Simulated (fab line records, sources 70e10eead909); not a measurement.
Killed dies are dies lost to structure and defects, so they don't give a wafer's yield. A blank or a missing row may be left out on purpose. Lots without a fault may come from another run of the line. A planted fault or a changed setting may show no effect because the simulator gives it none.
fab line records | flow nand_harc
record lots=6 wafers=18 last_day=33
route steps=1302 shown A_SGD_CUT@911 A_SLIT@922 A_SIN_REMOVE@947 A_WL_FILL@952 END@1302
lots that met no fault: from a run of the same line without faults
start_h: hours from the record's first day to the start of the lot's first wafer shown | wait_h: hours since the lot's step before | " the same as in the row above | L1.1+2: a row that stands for several wafers | - no value, or no start given | * or withheld: withheld | < > ~ a bound
route shown NAME@n: a module of which the file shows steps, and the number in the route of the first | usual: mean/standard deviation of fault-free wafers | same: alike in all rows | chamber/n: place in a boat | sites: the reading at each site | _std_site: their standard deviation | _edge_site: outer sites' mean less inner sites' | radius_mm: how far each site lies from the wafer's centre | mask NAME#n: copy n | behind: the tool/chamber that last shaped the wafer | hold: why the lot was held/for how many hours/how that ended | device: the transistor (n, p or np) that didn't switch | end of line: the same wafers' tests at the end of the route | a step without rows: its recipe alone | killed: dies lost to structure and defects at the first sort, not the wafer's yield | map: a wafer's dies, x killed, . not, _ none there
set.NAME: the setting as run; set.NAME@STEP: as run at that earlier step | model.NAME: the simulator's own value behind a step, which no gauge read
lots at some steps of the route; a table a step, a row a wafer
services: from which hour (start_h, from the record's first day; less than 0 if before it) a tool's chamber was out of use, for how many hours, and why
## steps
# step NHARC_A_SGD_CUT_PRECLEAN_18
# recipe time_s=* temp_c=50 bath_age_min=0 chemistry=SC1
# step NHARC_A_SGD_CUT_SRD_19
# step NHARC_A_SGD_CUT_DEP_20
# recipe target_thk_a=1500 temp_c=65 material=SiO2
# step NHARC_A_SGD_CUT_ANNEAL_27
# recipe temp_c=450 time_s=1800
# step NHARC_A_SGD_CUT_CMP_21
# recipe target_thk_nm=148.19
# step NHARC_A_SGD_CUT_THK_MEAS_22
# recipe thk_meas_gauge=ellipsometry
# usual thk_nm=148.0/1.8
# columns lot.wafer tool chamber start_h wait_h thk_nm
L813.2 film_metro-01 - 453.83 0.2 146.4
L813.4 " - " " 149.2
L813.5 " - " " 148.0
L819.1 film_metro-02 - 521.16 0.2 147.2
L819.2 " - " " 146.8
L819.3 " - " " 146.2
L823.3 film_metro-01 - 560.89 0.2 150.2
L823.4 " - " " 150.6
L823.5 " - " " 150.2
L825.3 film_metro-02 - 575.49 0.2 151.5
L825.5 " - " " 146.6
L825.6 " - " " 150.2
L831.2 film_metro-02 - 634.87 0.2 147.1
L831.4 " - " " 149.5
L831.6 " - " " 148.3
L834.1 film_metro-02 - 670.39 0.2 147.5
L834.4 " - " " 147.9
L834.5 " - " " 149.5
# step NHARC_A_SGD_CUT_SRD_23
# step NHARC_A_SGD_CUT_ETCH_26
# recipe target_depth_a=458 chemistry=dHF material=SiO2
# step NHARC_A_SGD_CUT_ETCHBACK_24
# recipe target_depth_a=500 over_etch_frac=0.3 time_s=92.857 ion_energy_ev=120 ch3f_flow_sccm=50 o2_flow_sccm=30 ar_flow_sccm=200 rf_w=500 bias_w=100 chemistry=CH3F/O2
# step NHARC_A_SGD_CUT_STRIP_28
# recipe time_s=20 o2_flow_sccm=500 ar_flow_sccm=0 bias_w=0 chemistry=O2
# usual drypump_motor_current_A=6.0/0.41 oes_product_au=0.995/0.011 rf_vpp_V=57.7/0.84 showerhead_plenum_p_Torr=3.50/0.11 throttle_valve_pct=17.037/0.0092
# columns lot.wafer tool chamber start_h wait_h drypump_motor_current_A oes_product_au rf_hours_counter_h rf_vpp_V showerhead_plenum_p_Torr throttle_valve_pct
L813.4 rie_diel-07 3 - - 5.5 0.991 9 58.2 3.55 17.035
L813.2 " 0 " " 6.0 1.000 9 57.6 3.53 17.038
L813.5 " 0 " " 5.9 1.000 - 57.7 3.53 17.040
L819.3 rie_diel-07 2 - - 6.5 0.998 3 56.0 3.70 17.030
L819.2 " 3 " " 5.4 0.991 3 57.7 3.54 17.046
L819.1 " 0 " " 5.9 0.976 2 57.1 3.53 17.036
L823.3 rie_diel-10 2 - - 5.0 1.001 13 56.2 3.37 17.039
L823.4 " 1 " " 5.7 0.997 13 57.1 3.41 17.032
L823.5 " 3 " " 6.3 1.003 - 57.7 3.41 17.042
L825.3 rie_diel-07 1 - - 6.2 1.001 5 58.7 3.35 17.062
L825.5 " 3 " " 5.4 0.992 - 57.1 3.54 17.050
L825.6 " 0 " " 5.9 0.991 - 58.2 3.53 17.026
L831.4 rie_diel-07 3 - - 5.4 0.992 9 58.2 3.54 17.023
L831.2 " 0 " " 5.9 0.978 9 57.9 3.53 17.023
L831.6 " 3 " " 5.4 0.994 - 57.3 3.54 17.053
L834.1 rie_diel-06 2 - - 6.3 0.984 0 57.2 3.33 17.031
L834.4 " 3 " " 6.3 1.014 0 56.1 3.62 17.030
L834.5 " 2 " " 6.3 0.975 - 56.8 3.33 17.033
# step NHARC_A_SGD_CUT_INSPECT_25
# usual raw_defect_count=400/100
# columns lot.wafer tool chamber start_h wait_h raw_defect_count
L813.2 defect_inspect-01 - 454.29 - 357
L813.4 " - " " 699
L813.5 " - " " 532
L819.1 defect_inspect-02 - 521.63 - 560
L819.2 " - " " 373
L819.3 " - " " 505
L823.3 defect_inspect-02 - 561.35 - 319
L823.4 " - " " 391
L823.5 " - " " 345
L825.3 defect_inspect-01 - 575.95 - 291
L825.5 " - " " 354
L825.6 " - " " 387
L831.2 defect_inspect-01 - 635.34 - 390
L831.4 " - " " 354
L831.6 " - " " 384
L834.1 defect_inspect-02 - 670.85 - 288
L834.4 " - " " 477
L834.5 " - " " 465
# step NHARC_A_SLIT_DEP_25
# recipe target_thk_a=2000 temp_c=400 pressure_torr=6.5 rf_w=900 teos_flow_sccm=161.4 flow_sccm=2650 target_thk_nm=200 gas=O2 material=SiO2
# step NHARC_A_SLIT_DEP_00
# recipe target_thk_a=62000 temp_c=400 material=aC
# usual throttle_valve_pct=34.999/0.0088
# columns lot.wafer tool chamber start_h wait_h throttle_valve_pct
L813.2 acl_dep-02 0 455.33 - 35.000
L813.4 " 0 456.59 - 35.010
L813.5 " 0 " " 34.997
L819.1 acl_dep-01 0 522.34 - 35.002
L819.2 " 0 " " 34.989
L819.3 " 0 " " 34.989
L823.3 acl_dep-01 0 566.46 - 34.999
L823.4 " 0 " " 35.007
L823.5 " 0 " " 35.002
L825.3 acl_dep-01 0 577.62 - 35.004
L825.5 " 0 578.87 - 34.984
L825.6 " 0 " " 34.986
L831.2 acl_dep-02 0 636.65 - 34.997
L831.4 " 0 637.91 - 35.014
L831.6 " 0 639.17 - 35.005
L834.1 acl_dep-02 0 671.26 - 35.012
L834.4 " 0 673.16 - 34.997
L834.5 " 0 " " 34.997
# step NHARC_A_SLIT_DEP_23
# recipe target_thk_a=1000 target_thk_nm=100 temp_c=400 pressure_torr=3.5 flow_sccm=200 rf_w=350 material=SiON
# usual heater_power_w=757/110
# columns lot.wafer tool chamber start_h wait_h heater_power_w
L813.2 pecvd-01 1 458.51 2.5 770
L813.4 " 2 " " 643
L813.5 " 0 " " 575
L819.2 pecvd-02 0 526.13 2.5 889
L819.3 " 1 " " 863
L819.1 " 2 " " 891
L823.3 pecvd-02 1 569.04 2.0 885
L823.5 " 0 " " 815
L823.4 " 1 " " 861
L825.3 pecvd-01 1 580.18 1.9 849
L825.5 " 1 " " 873
L825.6 " 2 " " 702
L831.2 pecvd-02 2 639.82 2.5 937
L831.6 " 2 " " 776
L831.4 " 1 " " 858
L834.1 pecvd-03 2 675.13 3.2 662
L834.5 " 0 " " 812
L834.4 " 2 " " 693
# step NHARC_A_SLIT_DEHYDRATE_01
# recipe temp_c=150 time_s=120
# step NHARC_A_SLIT_HMDS_02
# recipe time_s=30
# step NHARC_A_SLIT_COAT_03
# recipe spin_rpm=1500 resist_thk_nm=90
# step NHARC_A_SLIT_SOFTBAKE_04
# recipe temp_c=105 time_s=55
# step NHARC_A_SLIT_EBR_05
# step NHARC_A_SLIT_EXPOSE_06
# recipe na=1.35 dose_mj=60.82 mask_id=SLIT
# step NHARC_A_SLIT_PEB_07
# recipe peb_temp_c=100 peb_time_s=65
# step NHARC_A_SLIT_DEVELOP_08
# recipe develop_time_s=35 dev_temp_c=23
# step NHARC_A_SLIT_CD_MEAS_09
# recipe target_cd_nm=300 landing_energy_ev=500
# usual cd_nm=300.0/0.66
# columns lot.wafer tool chamber start_h wait_h cd_nm
L813.2 cd_sem-02 0 459.06 - 299.0
L813.4 " 0 " " 299.4
L813.5 " 0 " " 299.1
L819.1 cd_sem-01 0 526.81 - 299.6
L819.2 " 0 " " 300.3
L819.3 " 0 " " 299.3
L823.3 cd_sem-03 0 569.54 - 298.5
L823.4 " 0 " " 299.0
L823.5 " 0 " " 299.6
L825.3 cd_sem-01 0 580.71 - 300.0
L825.5 " 0 " " 299.3
L825.6 " 0 " " 300.3
L831.2 cd_sem-03 0 640.50 - 300.2
L831.4 " 0 " " 299.9
L831.6 " 0 " " 300.7
L834.1 cd_sem-01 0 675.63 - 299.9
L834.4 " 0 " " 300.8
L834.5 " 0 " " 299.9
# step NHARC_A_SLIT_OVL_MEAS_10
# usual overlay_x_nm=0.0/1.1 overlay_y_nm=-0.2/0.89
# columns lot.wafer tool chamber start_h wait_h overlay_x_nm overlay_y_nm
L813.2 overlay-02 - 459.15 - 1.9 0.3
L813.4 " - " " 1.3 0.3
L813.5 " - " " 1.9 0.4
L819.1 overlay-01 - 526.90 - 0.4 0.2
L819.2 " - " " -0.6 0.2
L819.3 " - " " -0.5 -0.2
L823.3 overlay-02 - 569.63 - -2.2 -1.3
L823.4 " - " " -2.6 -0.7
L823.5 " - " " -2.4 -0.7
L825.3 overlay-02 - 580.80 - 1.4 0.8
L825.5 " - " " 0.4 0.5
L825.6 " - " " 0.4 0.3
L831.2 overlay-02 - 640.58 - -0.3 -0.1
L831.4 " - " " -0.6 0.1
L831.6 " - " " -0.7 0.1
L834.1 overlay-01 - 675.71 - -1.2 1.0
L834.4 " - " " -0.9 0.7
L834.5 " - " " -0.5 1.6
# step NHARC_A_SLIT_INSPECT_11
# usual raw_defect_count=60/32
# columns lot.wafer tool chamber start_h wait_h raw_defect_count
L813.2 defect_inspect-01 - 459.19 0.0 116
L813.4 " - " " 116
L813.5 " - " " 135
L819.1 defect_inspect-02 - 526.93 0.0 123
L819.2 " - " " 107
L819.3 " - " " 106
L823.3 defect_inspect-02 - 569.66 0.0 750
L823.4 " - " " 791
L823.5 " - " " 750
L825.3 defect_inspect-02 - 580.83 0.0 785
L825.5 " - " " 849
L825.6 " - " " 828
L831.2 defect_inspect-01 - 640.62 0.0 68
L831.4 " - " " 70
L831.6 " - " " 70
L834.1 defect_inspect-02 - 675.75 0.0 64
L834.4 " - " " 63
L834.5 " - " " 63
# step NHARC_A_SLIT_DESCUM_14
# recipe time_s=3 o2_flow_sccm=200 ar_flow_sccm=0 bias_power_w=0 chemistry=O2
# step NHARC_A_SLIT_ETCH_24
# recipe target_depth_a=1210 time_s=60.5 cf4_flow_sccm=100 chf3_flow_sccm=30 ar_flow_sccm=0 rf_w=500 bias_w=200 chemistry=CF4/CHF3
# step NHARC_A_SLIT_ETCH_15
# recipe target_depth_a=62000 over_etch_frac=0.3 time_s=1612 ion_energy_ev=150 o2_flow_sccm=400 cos_flow_sccm=20 ar_flow_sccm=0 rf_w=500 bias_w=300 chemistry=O2/COS
# usual drypump_motor_current_A=5.7/0.37 oes_product_au=1.000/0.013 rf_vpp_V=314.7/1.9 showerhead_plenum_p_Torr=3.16/0.13 throttle_valve_pct=28.330/0.01
# columns lot.wafer tool chamber start_h wait_h drypump_motor_current_A oes_product_au rf_hours_counter_h rf_vpp_V showerhead_plenum_p_Torr throttle_valve_pct
L813.2 rie_diel-04 3 - - 5.3 1.006 6.6 311.0 2.92 28.328
L813.4 " 1 " " 5.0 1.007 - 315.8 3.14 28.338
L813.5 " 2 " " 5.8 0.988 - 317.4 3.32 28.330
L819.2 rie_diel-11 3 - - 5.4 0.990 3.6 315.3 3.21 28.321
L819.3 " 0 " " 6.1 0.995 3.5 315.8 3.19 28.337
L819.1 " 2 " " 5.9 1.012 3.9 314.9 3.17 28.339
L823.3 rie_diel-04 2 - - 5.8 0.999 1.0 317.3 3.32 28.325
L823.4 " 1 " " 5.0 0.992 1.0 313.9 3.14 28.321
L823.5 " 2 " " 5.8 1.007 - 316.3 3.32 28.312
L825.3 rie_diel-04 1 - - 5.0 0.994 2.2 313.7 3.14 28.319
L825.5 " 0 " " 5.4 0.987 - 313.7 3.00 28.336
L825.6 " 1 " " 5.0 0.986 - 313.8 3.14 28.336
L831.4 rie_diel-11 2 - - 5.9 1.004 1.0 315.2 3.17 28.336
L831.2 " 3 " " 5.4 0.991 2.2 315.2 3.20 28.326
L831.6 " 0 " " 6.1 0.999 - 316.6 3.19 28.328
L834.4 rie_diel-04 3 - - 5.3 1.001 7.9 311.4 2.92 28.329
L834.1 " 0 " " 5.4 0.973 7.5 312.8 3.00 28.326
L834.5 " 0 " " 5.4 0.980 - 312.5 3.00 28.319
# step NHARC_A_SLIT_ETCH_17
# recipe bias_v=900 source_w=withheld pressure_mtorr=20 ar_flow_sccm=375 c4f8_flow_sccm=83.3 o2_flow_sccm=41.7 time_s=4254.5 target_depth_a=2.03e+05 chemistry=C4F8/O2/Ar
# step NHARC_A_SLIT_ETCH_26
# recipe bias_v=400 source_w=2000 pressure_mtorr=25 time_s=90 ar_flow_sccm=375 c4f8_flow_sccm=41.7 o2_flow_sccm=83.3 target_depth_a=4000 chemistry=C4F8/O2/Ar
# step NHARC_A_SLIT_STRIP_28
# recipe o2_flow_sccm=400 cos_flow_sccm=20 ar_flow_sccm=0 bias_w=0 chemistry=O2/COS
# step NHARC_A_SLIT_ETCH_29
# recipe target_depth_a=1000 overetch_a=100 time_s=55 ion_energy_ev=100 cf4_flow_sccm=80 o2_flow_sccm=20 ar_flow_sccm=0 rf_w=300 bias_w=100 chemistry=CF4/O2
# usual drypump_motor_current_A=5.7/0.38 oes_product_au=0.998/0.015 rf_vpp_V=198.1/1.4 showerhead_plenum_p_Torr=1.35/0.059 throttle_valve_pct=13.397/0.0095
# columns lot.wafer tool chamber start_h wait_h drypump_motor_current_A oes_product_au rf_hours_counter_h rf_vpp_V showerhead_plenum_p_Torr throttle_valve_pct
L813.4 rie_diel-04 1 465.31 0.1 4.9 1.004 7.2 197.6 1.34 13.403
L813.2 " 3 " " 5.3 0.996 7.5 196.3 1.25 13.398
L813.5 " 1 " " 5.0 1.004 - 197.7 1.34 13.398
L819.2 rie_diel-01 0 533.18 0.1 6.4 0.984 6.4 197.7 1.27 13.384
L819.3 " 2 " " 5.7 1.000 7.9 200.1 1.41 13.411
L819.1 " 3 " " 5.8 1.005 7.7 196.2 1.32 13.403
L823.4 rie_diel-01 0 575.46 0.1 6.4 1.004 1.2 197.3 1.27 13.406
L823.3 " 1 " " 6.0 0.986 1.4 199.9 1.39 13.403
L823.5 " 1 " " 6.0 0.980 - 198.2 1.39 13.386
L825.3 rie_diel-11 0 586.68 0.1 6.1 1.000 6.8 197.9 1.37 13.406
L825.6 " 0 " " 6.1 0.998 - 198.5 1.37 13.400
L825.5 " 1 " " 5.6 0.994 - 200.3 1.42 13.393
L831.4 rie_diel-04 2 646.47 0.1 5.8 0.998 5.7 199.4 1.42 13.388
L831.2 " 0 " " 5.3 0.998 6.7 196.8 1.28 13.404
L831.6 " 2 " " 5.8 0.993 - 200.6 1.42 13.394
L834.1 rie_diel-04 2 681.63 0.1 5.8 0.995 8.1 199.8 1.42 13.383
L834.5 " 2 " " 5.8 0.988 - 198.9 1.42 13.411
L834.4 " 0 " " 5.4 0.989 - 197.9 1.28 13.403
# step NHARC_A_SLIT_STRIP_18
# recipe o2_flow_sccm=500 ar_flow_sccm=0 bias_w=0 chemistry=O2
# step NHARC_A_SLIT_PRECLEAN_19
# recipe time_s=* temp_c=50 bath_age_min=0 chemistry=SC1
# step NHARC_A_SLIT_SRD_20
# step NHARC_A_SLIT_CD_MEAS_21
# usual cd_nm=289.4/1.1
# columns lot.wafer tool chamber start_h wait_h cd_nm
L813.2 cd_sem-01 - 465.85 - 289.9
L813.4 " - " " 291.7
L813.5 " - " " 290.1
L819.1 cd_sem-02 - 533.72 - 288.0
L819.2 " - " " 289.0
L819.3 " - " " 289.2
L823.3 cd_sem-03 - 576.00 - 289.9
L823.4 " - " " 289.7
L823.5 " - " " 288.5
L825.3 cd_sem-03 - 587.25 0.1 289.0
L825.5 " - " " 289.2
L825.6 " - " " 289.5
L831.2 cd_sem-03 - 647.00 - 289.7
L831.4 " - " " 290.0
L831.6 " - " " 290.4
L834.1 cd_sem-01 - 682.23 - 291.3
L834.4 " - " " 291.0
L834.5 " - " " 291.4
# step NHARC_A_SIN_REMOVE_WET_00
# recipe temp_c=160 time_s=15300 chemistry=H3PO4
# step NHARC_A_SIN_REMOVE_PRECLEAN_01
# recipe time_s=* temp_c=50 bath_age_min=0 chemistry=SC1
# step NHARC_A_SIN_REMOVE_SRD_02
# step NHARC_A_SIN_REMOVE_INSPECT_04
# usual raw_defect_count=407/98
# columns lot.wafer tool chamber start_h wait_h raw_defect_count
L813.2 defect_inspect-01 - 472.51 0.0 337
L813.4 " - " " 660
L813.5 " - " " 409
L819.1 defect_inspect-02 - 540.34 0.0 485
L819.2 " - " " 382
L819.3 " - " " 442
L823.3 defect_inspect-02 - 582.64 0.0 1002
L823.4 " - " " 1098
L823.5 " - " " 1031
L825.3 defect_inspect-01 - 593.82 0.0 988
L825.5 " - " " 1126
L825.6 " - " " 1112
L831.2 defect_inspect-02 - 653.58 0.0 450
L831.4 " - " " 385
L831.6 " - " " 426
L834.1 defect_inspect-02 - 688.81 0.0 315
L834.4 " - " " 497
L834.5 " - " " 538
# step NHARC_A_WL_FILL_ALD_00
# recipe target_thk_a=30 pulse_time_s=3 ald_cycles=30 temp_c=300 material=Al2O3
# usual heater_power_w=457/42 precursor_pulse_height_rel=1.001/0.02
# columns lot.wafer tool chamber start_h wait_h heater_power_w precursor_pulse_height_rel
L813.2 ald_hk-02 1 472.60 0.1 519 1.020
L813.4 " 2 " " 432 0.997
L813.5 " 1 " " 511 0.971
L819.1 ald_hk-04 1 540.41 0.1 433 1.009
L819.3 " 3 " " 406 1.024
L819.2 " 0 " " 503 1.064
L823.4 ald_hk-04 1 582.71 0.1 440 0.961
L823.3 " 2 " " 483 1.021
L823.5 " 1 " " 426 0.966
L825.3 ald_hk-02 3 593.94 0.1 516 1.022
L825.5 " 1 " " 514 0.981
L825.6 " 2 " " 408 0.996
L831.4 ald_hk-04 1 653.67 0.1 424 0.993
L831.2 " 3 " " 393 1.030
L831.6 " 0 " " 478 0.991
L834.4 ald_hk-02 0 688.87 0.1 494 0.990
L834.1 " 3 " " 517 0.986
L834.5 " 0 " " 489 0.988
# step NHARC_END_SORT_01
# recipe temp_c=25
# usual killed_at_array=52/18 killed_at_other=1.0/1.4 killed_at_periphery=3.1/2.3 killed_dies=56/17 killed_open=3.0/1.7 killed_short=2.5/1.7
# same gross_dies=677
# columns lot.wafer tool chamber start_h wait_h killed_at_array killed_at_other killed_at_periphery killed_dies killed_open killed_short
L825.3 prober-01 0 685.19 3.1 116 0 3 119 1 0
L825.5 prober-01 0 686.79 3.7 121 0 1 122 4 1
L825.6 prober-01 0 687.59 4.0 124 3 3 130 1 3
L823.3 prober-02 0 686.36 3.1 111 0 1 112 1 1
L823.4 prober-02 0 687.15 3.4 104 1 1 106 4 5
L823.5 prober-02 0 687.95 3.7 99 3 1 103 2 3
# killed by level:class
L825.3 A_SLIT:unspecified=74 A_CHANNEL_HOLE_D1:chamber_film_flake=18 A_CHANNEL_HOLE_D2:chamber_film_flake=10 A_CONTACT:chamber_film_flake=7 A_STAIRCASE:chamber_film_flake=2 P_M0:geometric_particle:open=1 P_GATE:chamber_film_flake=1 P_M2:chamber_film_flake=1
L823.3 A_SLIT:unspecified=79 A_CHANNEL_HOLE_D2:chamber_film_flake=17 A_CHANNEL_HOLE_D1:chamber_film_flake=4 A_CONTACT:chamber_film_flake=4 A_WL_FILL:chamber_film_flake=2 A_CHANNEL_FILL_D1:geometric_particle:open=1 A_CHANNEL_FILL_D2:geometric_particle:short=1 P_STI:chamber_film_flake=1
L825.5 A_SLIT:unspecified=72 A_CHANNEL_HOLE_D1:chamber_film_flake=15 A_CHANNEL_HOLE_D2:chamber_film_flake=15 A_STAIRCASE:chamber_film_flake=5 A_CONTACT:chamber_film_flake=5 A_SLIT:chamber_film_flake=3 A_ONON_D1:geometric_particle:open=1 A_CHANNEL_FILL_D1:geometric_particle:short=1
L823.4 A_SLIT:unspecified=75 A_CHANNEL_HOLE_D2:chamber_film_flake=7 A_CHANNEL_FILL_D1:geometric_particle:open=3 A_CHANNEL_FILL_D1:geometric_particle:short=3 A_CONTACT:chamber_film_flake=3 A_CHANNEL_HOLE_D1:chamber_film_flake=3 A_SLIT:chamber_film_flake=3 A_WL_FILL:chamber_film_flake=3
L825.6 A_SLIT:unspecified=74 A_CHANNEL_HOLE_D1:chamber_film_flake=25 A_CHANNEL_HOLE_D2:chamber_film_flake=12 A_STAIRCASE:chamber_film_flake=4 THIN_TSV:chamber_film_flake=3 A_CONTACT:chamber_film_flake=3 A_WL_FILL:geometric_particle:short=2 P_M0:geometric_particle:open=1
L823.5 A_SLIT:unspecified=70 A_CHANNEL_HOLE_D2:chamber_film_flake=15 A_CHANNEL_HOLE_D1:chamber_film_flake=4 THIN_TSV:chamber_film_flake=3 A_SLIT:chamber_film_flake=2 A_WL_FILL:chamber_film_flake=2 A_CHANNEL_FILL_D1:geometric_particle:open=1 A_DECK1_JOINT:geometric_particle:short=1
# map L823.3 (x killed, . not)
____________.____________
_________......._________
_______..........._______
______.............______
_____..............._____
____.................____
____.................____
___...................___
___...................___
__.....................__
__.....................__
_......................._
_......................._
_......................._
_......................._
_......................._
.........................
.x.......................
.........................
...x...x..............x..
.......x..............xxx
_.....x................._
_.....xx................_
_...x.xxxx.............._
_..xxxxxxx.............._
_..xxxxxxx.............._
__.xxxxxxxx............__
__.xxxxxxxx............__
___xxxxxxxx.x..x......___
___xxxxxxxxxx..xx..x..___
____xxxxxxx..x.x.....____
____xxxxxx.x..x.xxx..____
_____xxxxxxx....xx.._____
______xxx....x.x.xx______
_______xx.....xxxx_______
_________.....x._________
____________.____________
# map L825.6 (x killed, . not)
____________.____________
_________......._________
_______..........._______
______.............______
_____..............._____
____.................____
____............x....____
___............x......___
___...................___
__.......x.............__
__...x.................__
_......................._
_......................._
_......................._
_......................._
_.................x....._
.xx......................
xxxx.....................
.xx......................
xxx.x....................
xxx....x...x.........x...
_xx.x....x.............._
_x..x..x....x..........._
_xx...xxx....x.........._
_xxx.xxxx..............._
_.xxxxxxxx..x..........._
__.xxxxxxx.............__
__xxxxxxxxx............__
___xxxxxxxxx..x.......___
___xxxxxxxxx....x.....___
____xxxxxxxxxx.x.....____
____xxxxxxx.x........____
_____xxxxxx..x......_____
______xxxxxx..x....______
_______xxxx..x...._______
_________x...x.._________
____________x____________
## services
# columns tool chamber start_h hours kind
rie_diel-11 - 432.50 9.0 pm
ald_hk-04 - 433.47 10.0 pm
rie_diel-07 1 437.13 12.1 repair
rie_diel-04 - 444.23 0.8 repair
rie_diel-04 0 458.98 2.6 repair
rie_diel-07 - 471.27 9.0 pm
pecvd-01 - 492.00 13.0 pm
rie_diel-11 - 511.59 0.4 repair
rie_diel-01 - 519.55 0.8 repair
rie_diel-04 3 519.75 9.5 repair
rie_diel-01 0 523.28 1.8 repair
ald_hk-02 - 530.86 10.0 pm
rie_diel-04 - 531.90 9.0 pm
acl_dep-01 - 552.21 13.0 pm
pecvd-02 - 589.38 13.0 pm
rie_diel-07 3 600.17 7.3 repair
acl_dep-02 - 608.45 13.0 pm
rie_diel-11 - 609.50 9.0 pm
ald_hk-04 - 611.47 10.0 pm
rie_diel-11 2 621.97 5.7 repair
rie_diel-04 - 624.73 1.4 repair
rie_diel-07 - 648.27 9.0 pm
rie_diel-04 0 660.50 12.4 repair
rie_diel-04 1 681.28 22.2 repair
## key
first_sign step=NHARC_A_SLIT_INSPECT_11 reading=raw_defect_count direction=up sigmas=23 usual=60 struck=792
effect step=NHARC_A_SIN_REMOVE_INSPECT_04 reading=raw_defect_count direction=up sigmas=6.7 usual=407 struck=1060
effect step=NHARC_END_SORT_01 reading=killed_dies direction=up sigmas=3.5 usual=56 struck=115
more_kills_born_at NHARC_A_SLIT_DEP_00@acl_dep-01=444
met_at NHARC_A_SLIT_DEP_00
struck_wafers L823.3,L823.4,L823.5,L825.3,L825.5,L825.6
tester_left_out L823,L825
onset_between 522.34 566.46
fault kind=chamber_particle_source tool=acl_dep-01 chamber=- onset_h=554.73 steps=NHARC_A_SLIT_DEP_00 rate_per_visit_cm2=1.1608 end_h=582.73
# tester_left_out: of these lots the tester's yield and bins aren't shown, on N5 and GAA mostly nor the transistor test; their killed dies are dies lost to structure and defects alone, not to doping, threshold or leakage, so they don't give the yield
